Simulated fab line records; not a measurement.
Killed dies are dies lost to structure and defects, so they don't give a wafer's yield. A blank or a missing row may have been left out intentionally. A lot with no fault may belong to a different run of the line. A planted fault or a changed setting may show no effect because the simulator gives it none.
Matching of chambers | flow nand harc | NHARC_A_STAIRCASE_DEP_259 on pecvd-03: 3 sister chambers
The step deposits SiON, target thk 30 nm. 6 wafers are shown with their chamber, then 7 later ones without.

## WAFERS PAIRED WITH THEIR CHAMBERS
wafer  | chamber | heater power w (W)
L081.2 | 1       | 773
L083.1 | 2       | 761
L083.2 | 0       | 709
L083.6 | 0       | 731
L086.1 | 2       | 734
L086.5 | 1       | 674

## WAFERS WITHOUT THEIR CHAMBER
wafer  | heater power w (W)
L086.6 | 727
L090.1 | 733
L090.2 | 791
L090.5 | 726
L095.2 | 718
L095.4 | 721
L095.6 | 725

## WHICH CHAMBER EACH WENT THROUGH
wafer  | from the rows above          | in truth
L086.6 | can't be placed: 1 or 0 or 2 | 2
L090.1 | can't be placed: 1 or 0 or 2 | 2
L090.2 | can't be placed: 2 or 1 or 0 | 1
L090.5 | can't be placed: 1 or 0 or 2 | 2
L095.2 | can't be placed: 0 or 1 or 2 | 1
L095.4 | can't be placed: 0 or 1 or 2 | 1
L095.6 | can't be placed: 1 or 0 or 2 | 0
Correctly placed: 0 of 7. Cannot be placed on the basis of these rows: 7; the candidates contain the true chamber in 7. Wrongly placed: 0.
How it was worked out, from the rows above alone: a wafer's distance from a chamber is the root of the sum, over the readings, of the square of ((its reading less the chamber's mean) divided by the reading's scatter). If the next closest chamber is less than 2 further off than the closest, the wafer can't be placed; otherwise it belongs to the closest. Each chamber's mean is taken over the wafers shown for it. The scatter is the square root of a quotient: the sum, over the shown wafers, of each reading's squared deviation from its chamber's mean, divided by wafers minus chambers.
